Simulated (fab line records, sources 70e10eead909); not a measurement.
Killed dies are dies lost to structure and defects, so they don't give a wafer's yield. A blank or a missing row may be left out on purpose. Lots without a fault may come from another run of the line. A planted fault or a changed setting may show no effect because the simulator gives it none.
Which tool did it? | flow nand_harc | 22 lots, 66 wafers sampled, at 6 steps of a route of 1159

WHAT THE GAUGES READ, wafer by wafer
NHARC_A_SGD_CUT_INSPECT_25. Usual: raw_defect_count 316, standard deviation 82.
lot  | measured     | on                | raw_defect_count | flag
L074 | day 14 01:56 | defect_inspect-01 | 246 264 215      |
L076 | day 14 11:18 | defect_inspect-02 | 204 221 213      |
L077 | day 14 11:22 | defect_inspect-01 | 334 317 247      |
L075 | day 14 11:48 | defect_inspect-01 | 300 337 386      |
L079 | day 15 01:44 | defect_inspect-01 | 292 368 376      |
L080 | day 15 08:53 | defect_inspect-01 | 465 566 636      |
L081 | day 15 08:56 | defect_inspect-02 | 342 264 256      |
L078 | day 15 08:59 | defect_inspect-02 | 272 304 374      |
L082 | day 16 00:43 | defect_inspect-01 | 333 355 315      |
L083 | day 16 04:03 | defect_inspect-01 | 342 209 409      |
L084 | day 17 00:40 | defect_inspect-02 | 306 299 362      |
L085 | day 17 00:43 | defect_inspect-02 | 422 313 256      |
L086 | day 17 09:44 | defect_inspect-02 | 273 262 248      |
L088 | day 17 09:44 | defect_inspect-01 | 354 344 274      |
L087 | day 17 09:46 | defect_inspect-02 | 499 538 432      |
L089 | day 17 21:27 | defect_inspect-02 | 174 239 293      |
L091 | day 18 14:49 | defect_inspect-02 | 293 333 351      |
L094 | day 18 20:13 | defect_inspect-01 | 219 188 276      |
L093 | day 18 20:13 | defect_inspect-02 | 242 221 215      |
L095 | day 19 09:49 | defect_inspect-01 | 348 313 383      |
L097 | day 19 18:03 | defect_inspect-02 | 224 349 273      |
L096 | day 19 23:15 | defect_inspect-01 | 411 356 323      |

NHARC_A_CONTACT_OVL_MEAS_43. Usual: overlay_x_nm -0.2 nm, standard deviation 0.65; overlay_y_nm -0.1 nm, standard deviation 0.8.
lot  | measured     | on         | overlay_x_nm (nm) | overlay_y_nm (nm) | flag
L074 | day 16 05:10 | overlay-02 | -0.5 -0.1 -0.5    | -2.0 -1.3 -1.5    |
L076 | day 16 17:53 | overlay-02 | -0.3 0.8 -0.3     | -0.9 -0.9 -0.5    |
L077 | day 16 13:34 | overlay-02 | -0.2 0.0 -0.3     | -0.3 -0.2 -0.6    |
L075 | day 16 13:25 | overlay-02 | -1.1 -1.1 -1.0    | 0.6 1.5 1.4       |
L079 | day 17 02:34 | overlay-01 | -0.1 0.7 0.0      | -0.7 -0.3 -0.7    |
L080 | day 17 17:22 | overlay-02 | 1.0 0.7 0.4       | 0.0 -0.3 -0.2     |
L081 | day 17 15:07 | overlay-02 | -1.0 -0.8 -0.3    | -0.7 -0.2 -0.1    |
L078 | day 17 19:33 | overlay-02 | 0.1 0.4 0.9       | 0.8 0.6 0.8       |
L082 | day 18 08:47 | overlay-02 | -0.5 -0.7 -0.1    | 0.1 0.3 0.9       |
L083 | day 18 07:56 | overlay-02 | 1.2 0.7 1.2       | 0.8 0.5 0.0       |
L084 | day 18 22:26 | overlay-01 | -0.4 -0.7 -0.7    | -1.3 -0.7 -0.1    |
L085 | day 18 22:06 | overlay-02 | 1.6 1.1 1.1       | 0.0 0.2 -0.4      |
L086 | day 19 11:53 | overlay-02 | -0.2 -0.7 -0.8    | -0.4 -0.8 -0.4    |
L088 | day 19 07:42 | overlay-01 | -0.4 -1.3 0.0     | 0.4 0.5 0.2       |
L087 | day 19 07:32 | overlay-01 | -0.3 -1.2 -0.6    | -0.6 -0.3 -0.6    |
L089 | day 20 01:22 | overlay-02 | -0.2 0.0 -0.4     | -0.3 0.4 0.3      |
L091 | day 20 16:08 | overlay-01 | -1.0 -1.2 -1.5    | -0.4 -0.7 -0.6    |
L094 | day 20 18:10 | overlay-01 | -0.3 -0.4 -0.4    | 0.1 -0.1 -0.1     |
L093 | day 20 18:22 | overlay-01 | 0.1 0.4 0.4       | 1.3 0.1 0.5       |
L095 | day 21 13:31 | overlay-01 | -1.2 -1.0 -0.5    | 1.5 1.9 1.4       |
L097 | day 21 18:49 | overlay-01 | -0.7 -0.3 -0.7    | -0.6 -0.3 -0.9    |
L096 | day 21 23:53 | overlay-01 | -0.1 0.6 0.3      | 0.6 -0.1 0.0      |

WHICH TOOL RAN EACH LOT (tool, then ch and the chambers of the sampled wafers, then the start)
lot  | NHARC_A_SLIT_DEP_25             | NHARC_A_SLIT_ETCH_24               | NHARC_A_SLIT_STRIP_18                         | NHARC_A_WL_FILL_ETCHBACK_26
L074 | pecvd-02 ch 1,2, day 14 01:59   | rie_diel-13 ch 1,2, day 14 05:11   | rie_diel-13 ch 0,3, day 15 16:32 or earlier   | rie_si-04 ch 1,2,3, day 15 16:32
L076 | pecvd-02 ch 0,2, day 14 11:22   | rie_diel-13 ch 0,3, day 14 14:50   | rie_diel-05 ch 1,2, day 16 03:52 or earlier   | rie_si-04 ch 0,1,2, day 16 03:52
L077 | pecvd-04 ch 0,1,2, day 14 11:26 | rie_diel-05 ch 2,3, day 14 14:58   | rie_diel-13 ch 0,1, day 16 03:53 or earlier   | rie_si-05 ch 0,1, day 16 03:53
L075 | pecvd-02 ch 0,2, day 14 11:52   | rie_diel-13 ch 0,1, day 14 16:05   | rie_diel-05 ch 0,2,3, day 16 03:52 or earlier | rie_si-03 ch 1,3, day 16 03:52
L079 | pecvd-01 ch 0,1, day 15 01:51   | rie_diel-03 ch 0,2,3, day 15 05:49 | rie_diel-03 ch 1,2,3, day 16 16:16 or earlier | rie_si-04 ch 0,1,2, day 16 16:16
L080 | pecvd-01 ch 0,1, day 15 09:33   | rie_diel-13 ch 1,2, day 15 16:34   | rie_diel-13 ch 0,1,3, day 17 04:04 or earlier | rie_si-05 ch 2,3, day 17 04:04
L081 | pecvd-04 ch 0,1,2, day 15 09:39 | rie_diel-03 ch 0,1,3, day 15 16:58 | rie_diel-03 ch 0,1, day 17 04:04 or earlier   | rie_si-03 ch 0,1, day 17 04:04
L078 | pecvd-01 ch 0,2, day 15 09:47   | rie_diel-05 ch 1,2, day 15 18:34   | rie_diel-05 ch 0,2,3, day 17 08:00 or earlier | rie_si-04 ch 1,2, day 17 08:00
L082 | pecvd-01 ch 1,2, day 16 00:47   | rie_diel-03 ch 1,2,3, day 16 07:08 | rie_diel-05 ch 0,2,3, day 17 16:17 or earlier | rie_si-04 ch 0,1,3, day 17 16:17
L083 | pecvd-02 ch 0,1, day 16 04:09   | rie_diel-13 ch 1,2,3, day 16 09:06 | rie_diel-05 ch 0,1,2, day 17 16:17 or earlier | rie_si-05 ch 1,3, day 17 16:17
L084 | pecvd-01 ch 0,2, day 17 00:46   | rie_diel-03 ch 0,1,2, day 17 04:01 | rie_diel-05 ch 0,1,3, day 18 11:10 or earlier | rie_si-03 ch 1,2,3, day 18 11:10
L085 | pecvd-02 ch 0,2, day 17 00:57   | rie_diel-13 ch 0,2,3, day 17 05:12 | rie_diel-03 ch 0,2,3, day 18 11:10 or earlier | rie_si-04 ch 0,1,3, day 18 11:10
L086 | pecvd-01 ch 0,1, day 17 09:48   | rie_diel-05 ch 0,1,3, day 17 13:44 | rie_diel-13 ch 0,1,2, day 19 00:28 or earlier | rie_si-05 ch 0,1,2, day 19 00:28
L088 | pecvd-02 ch 1,2, day 17 09:48   | rie_diel-13 ch 1,2, day 17 13:03   | rie_diel-13 ch 1,3, day 18 21:53 or earlier   | rie_si-04 ch 0,1,2, day 18 21:53
L087 | pecvd-04 ch 0,2, day 17 09:50   | rie_diel-05 ch 0,1,2, day 17 13:13 | rie_diel-05 ch 0,1,3, day 18 21:52 or earlier | rie_si-05 ch 0,1, day 18 21:52
L089 | pecvd-04 ch 0,1,2, day 17 21:31 | rie_diel-13 ch 0,1,2, day 18 02:34 | rie_diel-13 ch 0,1,3, day 19 12:05 or earlier | rie_si-03 ch 0,2,3, day 19 12:05
L091 | pecvd-04 ch 0,1, day 18 15:08   | rie_diel-13 ch 0,1,3, day 18 18:49 | rie_diel-03 ch 0,1,2, day 20 01:50 or earlier | rie_si-03 ch 0,2,3, day 20 01:50
L094 | pecvd-02 ch 1,2, day 18 20:17   | rie_diel-03 ch 0,2,3, day 19 00:12 | rie_diel-13 ch 0,1,2, day 20 07:37 or earlier | rie_si-05 ch 1,2,3, day 20 07:37
L093 | pecvd-04 ch 1,2, day 18 20:19   | rie_diel-13 ch 0,2, day 19 00:56   | rie_diel-05 ch 0,2, day 20 07:37 or earlier   | rie_si-03 ch 0,3, day 20 07:37
L095 | pecvd-01 ch 0,1, day 19 09:53   | rie_diel-05 ch 1,2,3, day 19 13:52 | rie_diel-13 ch 0,2,3, day 20 23:19 or earlier | rie_si-03 ch 1,2,3, day 20 23:19
L097 | pecvd-02 ch 0,1,2, day 19 18:10 | rie_diel-03 ch 0,2, day 19 21:31   | rie_diel-05 ch 1,3, day 21 09:00 or earlier   | rie_si-03 ch 1,2, day 21 09:00
L096 | pecvd-02 ch 0,1, day 19 23:22   | rie_diel-05 ch 2,3, day 20 05:26   | rie_diel-13 ch 1,3, day 21 13:58 or earlier   | rie_si-04 ch 0,1, day 21 13:58
- NHARC_A_SLIT_DEP_25: deposits SiO2, target thk 200 nm.
- NHARC_A_SLIT_ETCH_24: etches the open film in CF4/CHF3, target depth 121 nm, time 60.5 s.
- NHARC_A_SLIT_STRIP_18: strips in O2.
- NHARC_A_WL_FILL_ETCHBACK_26: etches the open film in HBr, target depth 52 nm, time 13.3 s.

WHAT THE TOOLS THEMSELVES READ (means of the sampled wafers that have a number; where no wafer has one, the mark that the record gives instead)
NHARC_A_SLIT_DEP_25. Usual: heater_power_w 527 W, standard deviation 91; susceptor_temp_C 400.03 C, standard deviation 0.23; throttle_valve_pct 15.9 %, standard deviation 0.65.
lot  | tool     | heater_power_w (W) | susceptor_temp_C (C) | throttle_valve_pct (%) | flag
L074 | pecvd-02 | 459                | 400.06               | 15.8                   |
L076 | pecvd-02 | 419                | 399.78               | 16.3                   |
L077 | pecvd-04 | 613                | 400.13               | 16.3                   |
L075 | pecvd-02 | 470                | 400.15               | 16.6                   |
L079 | pecvd-01 | 592                | 399.95               | 15.1                   |
L080 | pecvd-01 | 590                | 399.91               | 15.2                   |
L081 | pecvd-04 | 618                | 400.10               | 16.3                   |
L078 | pecvd-01 | 494                | 400.18               | 15.0                   |
L082 | pecvd-01 | 519                | 400.09               | 15.6                   |
L083 | pecvd-02 | 530                | 400.03               | 16.0                   |
L084 | pecvd-01 | 484                | 400.25               | 15.0                   |
L085 | pecvd-02 | 418                | 399.90               | 16.0                   |
L086 | pecvd-01 | 565                | 400.11               | 14.9                   |
L088 | pecvd-02 | 489                | 400.14               | 15.7                   |
L087 | pecvd-04 | 644                | 399.92               | 15.8                   |
L089 | pecvd-04 | 651                | 400.15               | 16.1                   |
L091 | pecvd-04 | 581                | 400.07               | 16.1                   |
L094 | pecvd-02 | 417                | 400.12               | 15.7                   |
L093 | pecvd-04 | 587                | 399.95               | 16.1                   |
L095 | pecvd-01 | 550                | 400.22               | 14.8                   |
L097 | pecvd-02 | 424                | 400.02               | 16.1                   |
L096 | pecvd-02 | 486                | 399.94               | 16.4                   |

NHARC_A_SLIT_ETCH_24. Usual: bias_w 200.0 W, standard deviation 0.55; chamber_pressure_mTorr 25.000 mTorr, standard deviation 0.022; drypump_motor_current_A 5.5 A, standard deviation 0.39; oes_product_au 0.961 a.u., standard deviation 0.019; rf_vpp_V 370.7 V, standard deviation 1.7; showerhead_plenum_p_Torr 1.58 Torr, standard deviation 0.047; throttle_valve_pct 16.802 %, standard deviation 0.008.
lot  | tool        | bias_w (W) | chamber_pressure_mTorr (mTorr) | drypump_motor_current_A (A) | oes_product_au (a.u.) | rf_vpp_V (V) | showerhead_plenum_p_Torr (Torr) | throttle_valve_pct (%) | flag
L074 | rie_diel-13 | 200.5      | 24.976                         | 5.6                         | 0.959                 | 370.5        | 1.56                            | 16.804                 |
L076 | rie_diel-13 | 199.7      | 25.000                         | 5.8                         | 0.968                 | 371.4        | 1.62                            | 16.807                 |
L077 | rie_diel-05 | 199.9      | 24.992                         | 5.7                         | 0.937                 | 371.6        | 1.59                            | 16.803                 |
L075 | rie_diel-13 | 200.2      | 24.985                         | 5.8                         | 0.970                 | 372.6        | 1.61                            | 16.804                 |
L079 | rie_diel-03 | 199.6      | 25.010                         | 5.1                         | 0.967                 | 368.8        | 1.52                            | 16.798                 |
L080 | rie_diel-13 | 200.6      | 24.989                         | 5.6                         | 0.980                 | 369.5        | 1.55                            | 16.807                 |
L081 | rie_diel-03 | 200.2      | 24.997                         | 5.3                         | 0.944                 | 370.7        | 1.58                            | 16.808                 |
L078 | rie_diel-05 | 200.0      | 24.996                         | 5.2                         | 0.984                 | 371.3        | 1.61                            | 16.800                 |
L082 | rie_diel-03 | 199.7      | 24.984                         | 5.4                         | 0.962                 | 369.8        | 1.55                            | 16.800                 |
L083 | rie_diel-13 | 199.6      | 24.996                         | 5.5                         | 0.966                 | 369.7        | 1.57                            | 16.802                 |
L084 | rie_diel-03 | 200.1      | 25.009                         | 5.5                         | 0.920                 | 370.5        | 1.56                            | 16.810                 |
L085 | rie_diel-13 | 199.9      | 24.996                         | 5.5                         | 0.969                 | 370.9        | 1.58                            | 16.810                 |
L086 | rie_diel-05 | 200.1      | 24.999                         | 5.6                         | 0.943                 | 370.7        | 1.59                            | 16.806                 |
L088 | rie_diel-13 | 200.1      | 24.991                         | 5.6                         | 0.980                 | 370.0        | 1.55                            | 16.799                 |
L087 | rie_diel-05 | 199.8      | 25.001                         | 5.4                         | 0.984                 | 370.6        | 1.59                            | 16.793                 |
L089 | rie_diel-13 | 200.1      | 24.996                         | 5.5                         | 0.946                 | 369.8        | 1.57                            | 16.803                 |
L091 | rie_diel-13 | 200.1      | 24.995                         | 5.8                         | 0.965                 | 371.6        | 1.60                            | 16.795                 |
L094 | rie_diel-03 | 199.9      | 25.002                         | 5.1                         | 0.963                 | 369.9        | 1.52                            | 16.795                 |
L093 | rie_diel-13 | 200.0      | 25.011                         | 5.4                         | 0.937                 | 371.0        | 1.59                            | 16.799                 |
L095 | rie_diel-05 | 200.0      | 25.008                         | 5.5                         | 0.980                 | 370.7        | 1.59                            | 16.807                 |
L097 | rie_diel-03 | 199.9      | 25.010                         | 5.3                         | 0.950                 | 367.9        | 1.50                            | 16.795                 |
L096 | rie_diel-05 | 199.4      | 25.012                         | 5.5                         | 0.973                 | 371.3        | 1.58                            | 16.798                 |

NHARC_A_SLIT_STRIP_18. Usual: chamber_pressure_mTorr 60.00 mTorr, standard deviation 0.06; drypump_motor_current_A 5.5 A, standard deviation 0.37; oes_product_au 1.004 a.u., standard deviation 0.0099; rf_vpp_V 57.8 V, standard deviation 0.88; showerhead_plenum_p_Torr 3.55 Torr, standard deviation 0.09; throttle_valve_pct 17.036 %, standard deviation 0.0079.
lot  | tool        | chamber_pressure_mTorr (mTorr) | drypump_motor_current_A (A) | oes_product_au (a.u.) | rf_vpp_V (V) | showerhead_plenum_p_Torr (Torr) | throttle_valve_pct (%) | flag
L074 | rie_diel-13 | 60.04                          | 5.7                         | 1.002                 | 58.0         | 3.63                            | 17.041                 |
L076 | rie_diel-05 | 60.02                          | 5.2                         | 0.996                 | 58.1         | 3.60                            | 17.035                 |
L077 | rie_diel-13 | 60.04                          | 5.8                         | 1.008                 | 57.4         | 3.57                            | 17.040                 |
L075 | rie_diel-05 | 59.95                          | 5.7                         | 1.003                 | 57.4         | 3.55                            | 17.038                 |
L079 | rie_diel-03 | 59.98                          | 5.4                         | 0.999                 | 57.9         | 3.47                            | 17.042                 |
L080 | rie_diel-13 | 60.03                          | 5.8                         | 1.002                 | 58.1         | 3.59                            | 17.034                 |
L081 | rie_diel-03 | 60.03                          | 5.7                         | 0.995                 | 57.9         | 3.64                            | 17.041                 |
L078 | rie_diel-05 | 60.04                          | 5.7                         | 1.015                 | 58.0         | 3.55                            | 17.041                 |
L082 | rie_diel-05 | 60.01                          | 5.7                         | 1.018                 | 57.4         | 3.55                            | 17.040                 |
L083 | rie_diel-05 | 59.99                          | 5.5                         | 1.013                 | 58.3         | 3.58                            | 17.038                 |
L084 | rie_diel-05 | 60.01                          | 5.6                         | 1.010                 | 57.4         | 3.56                            | 17.035                 |
L085 | rie_diel-03 | 60.01                          | 5.1                         | 1.003                 | 56.8         | 3.41                            | 17.041                 |
L086 | rie_diel-13 | 60.00                          | 5.5                         | 1.002                 | 58.0         | 3.53                            | 17.037                 |
L088 | rie_diel-13 | 59.99                          | 5.9                         | 1.007                 | 57.8         | 3.55                            | 17.042                 |
L087 | rie_diel-05 | 59.99                          | 5.6                         | 1.013                 | 58.0         | 3.56                            | 17.037                 |
L089 | rie_diel-13 | 59.97                          | 5.8                         | 1.000                 | 57.6         | 3.59                            | 17.048                 |
L091 | rie_diel-03 | 59.99                          | 5.5                         | 0.988                 | 57.8         | 3.50                            | 17.033                 |
L094 | rie_diel-13 | 59.98                          | 5.5                         | 1.002                 | 57.5         | 3.52                            | 17.029                 |
L093 | rie_diel-05 | 60.01                          | 5.6                         | 1.018                 | 57.9         | 3.56                            | 17.032                 |
L095 | rie_diel-13 | 59.96                          | 5.5                         | 1.001                 | 57.7         | 3.55                            | 17.024                 |
L097 | rie_diel-05 | 59.90                          | 5.3                         | 1.007                 | 58.0         | 3.58                            | 17.035                 |
L096 | rie_diel-13 | 59.93                          | 5.9                         | 0.989                 | 58.2         | 3.55                            | 17.034                 |

NHARC_A_WL_FILL_ETCHBACK_26. Usual: bias_w 59.97 W, standard deviation 0.16; chamber_pressure_mTorr 15.001 mTorr, standard deviation 0.015; drypump_motor_current_A 5.6 A, standard deviation 0.33; he_backside_leak_sccm 2.72 sccm, standard deviation 0.25; oes_product_au 1.001 a.u., standard deviation 0.011; throttle_valve_pct 23.267 %, standard deviation 0.0097.
lot  | tool      | bias_w (W) | chamber_pressure_mTorr (mTorr) | drypump_motor_current_A (A) | he_backside_leak_sccm (sccm) | oes_product_au (a.u.) | throttle_valve_pct (%) | flag
L074 | rie_si-04 | 59.96      | 14.991                         | 5.5                         | 2.65                         | 0.988                 | 23.263                 |
L076 | rie_si-04 | 60.17      | 15.005                         | 5.4                         | 2.70                         | 0.993                 | 23.261                 |
L077 | rie_si-05 | 59.89      | 15.016                         | 5.5                         | 2.76                         | 0.994                 | 23.286                 |
L075 | rie_si-03 | 59.91      | 14.986                         | 5.2                         | 2.86                         | 0.998                 | 23.271                 |
L079 | rie_si-04 | 60.03      | 14.984                         | 5.4                         | 2.65                         | 0.989                 | 23.264                 |
L080 | rie_si-05 | 60.05      | 14.995                         | 5.9                         | 2.63                         | 0.990                 | 23.277                 |
L081 | rie_si-03 | 59.95      | 15.013                         | 5.4                         | 2.81                         | 1.002                 | 23.262                 |
L078 | rie_si-04 | 59.85      | 14.994                         | 5.5                         | 2.74                         | 1.000                 | 23.267                 |
L082 | rie_si-04 | 59.93      | 14.991                         | 5.5                         | 2.75                         | 0.997                 | 23.257                 |
L083 | rie_si-05 | 59.93      | 14.996                         | 6.2                         | 2.27                         | 0.988                 | 23.268                 |
L084 | rie_si-03 | 60.10      | 14.988                         | 5.4                         | 2.82                         | 1.006                 | 23.266                 |
L085 | rie_si-04 | 59.87      | 15.007                         | 5.5                         | 2.72                         | 0.992                 | 23.276                 |
L086 | rie_si-05 | 60.02      | 15.001                         | 5.6                         | 2.73                         | 1.006                 | 23.278                 |
L088 | rie_si-04 | 59.95      | 15.007                         | 5.4                         | 2.73                         | 0.989                 | 23.271                 |
L087 | rie_si-05 | 59.99      | 14.998                         | 5.7                         | 2.54                         | 1.001                 | 23.263                 |
L089 | rie_si-03 | 59.94      | 15.011                         | 5.7                         | 2.78                         | 1.021                 | 23.266                 |
L091 | rie_si-03 | 59.86      | 15.003                         | 5.7                         | 2.96                         | 1.012                 | 23.255                 |
L094 | rie_si-05 | 60.13      | 15.011                         | 6.0                         | 2.50                         | 0.996                 | 23.272                 |
L093 | rie_si-03 | 60.06      | 15.003                         | 5.8                         | 2.85                         | 1.012                 | 23.258                 |
L095 | rie_si-03 | 60.05      | 15.013                         | 5.4                         | 2.84                         | 1.016                 | 23.264                 |
L097 | rie_si-03 | 60.02      | 14.987                         | 5.4                         | 2.90                         | 1.012                 | 23.280                 |
L096 | rie_si-04 | 59.87      | 15.013                         | 5.3                         | 2.92                         | 1.001                 | 23.261                 |

THE ANSWER, worked out from the rows above alone
Rule: a lot is off if the mean of its wafers that have a number lies more than 3 standard deviations from the usual mean. A lot without any number at a reading at which 4 lots or more have one is off too. The other lots that the step has rows for count as sound. The gauges are gone through in route order, then the tools' own readings, and for those a lot's mean is taken as printed above. The first step at which some lot is off is used, and at that step the reading that is off furthest; a lot without a number counts as furthest.
No lot is off at any reading shown: from this, nothing can be told.

WHAT THE SIMULATOR HAD PUT IN
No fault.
